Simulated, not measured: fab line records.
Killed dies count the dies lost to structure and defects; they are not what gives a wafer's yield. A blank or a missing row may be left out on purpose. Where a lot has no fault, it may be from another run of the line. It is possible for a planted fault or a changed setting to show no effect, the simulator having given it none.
A lot that was struck, set against a sound lot / flow nand harc / 13 out of 1302 route steps
Sound: wafers L642.1, L642.5, L642.6. Struck: wafers L652.1, L652.4 (left out: L652.2, a lot-mate that was not struck); the cause follows at the end.
Order at every step that has rows: each side's tool, ch and its chambers, its first start. Under that, the readings that differ: sound wafers / struck wafers / difference of the means / sigmas: that difference in standard deviations of wafers without a fault.
alike: readings with means less than 2 such deviations apart, plus words and numbers identical on both sides. not compared: withheld readings, readings lacking a value on some wafer, bounds such as >300 that could conceal the same value, and numbers that have no deviation in the record and whose values overlap.
Wherever a step has rows on one side only, a row that says differs or no value, or a row with sigmas, the two part there. Numbers that have no deviation but don't overlap get no sigmas and don't part them. A reading that every wafer of one side lacks parts them only if that side has two wafers or more.

first, 9 steps without rows for these wafers: NHARC_A_STAIRCASE_DEHYDRATE_01 (time 120 s); NHARC_A_STAIRCASE_HMDS_02 (time 30 s); NHARC_A_STAIRCASE_COAT_03; NHARC_A_STAIRCASE_SOFTBAKE_04 (time 170 s); NHARC_A_STAIRCASE_EBR_05; NHARC_A_STAIRCASE_EXPOSE_06 (exposes mask STAIR); NHARC_A_STAIRCASE_PEB_07 (peb time 130 s); NHARC_A_STAIRCASE_DEVELOP_08 (time 140 s); NHARC_A_STAIRCASE_HARDBAKE_10 (time 140 s).
NHARC_A_STAIRCASE_DESCUM_11: chemistry O2, time 3 s.
  sound on rie diel-11 ch 0,2,3, day 18 00:11; struck on rie diel-03 ch 1,3, day 22 07:04
  alike: drypump motor current A, oes product au, rf vpp V, showerhead plenum p Torr, throttle valve pct
  not compared: rf hours counter h
NHARC_A_STAIRCASE_TRIM_12: chemistry O2, time 211.2 s.
  sound on rie diel-11 ch 0,3, day 18 00:16; struck on rie diel-03 ch 0,2, day 22 07:13
  alike: drypump motor current A, oes product au, rf vpp V, showerhead plenum p Torr, throttle valve pct
  not compared: rf hours counter h
NHARC_A_STAIRCASE_ETCH_13: etches the open film in C4F8/O2, target depth 100 nm, time 40.5 s.
  sound on rie diel-11 ch 1,2,3, day 18 00:25; struck on rie diel-03 ch 0,1, day 22 07:22
reading=oes product au (a.u.); sound=0.950 0.976 0.944; struck=1.058 1.074; difference=+0.109; sigmas=+8
  alike: rf vpp V
  not compared: rf hours counter h
NHARC_A_STAIRCASE_TRIM_14: chemistry O2, time 211.2 s.
  sound on rie diel-11 ch 0,2,3; struck on rie diel-03 ch 2,3
  alike: drypump motor current A, oes product au, rf vpp V, showerhead plenum p Torr, throttle valve pct
  not compared: rf hours counter h

## WHERE THEY PART
Only at NHARC_A_STAIRCASE_ETCH_13, as far as this record shows. Later steps at which nothing parts them and some readings are alike: NHARC_A_STAIRCASE_TRIM_14.

WHY: what the simulator had put in
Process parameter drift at NHARC_A_STAIRCASE_ETCH_13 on rie diel-03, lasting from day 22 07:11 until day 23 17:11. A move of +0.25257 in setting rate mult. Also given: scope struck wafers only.
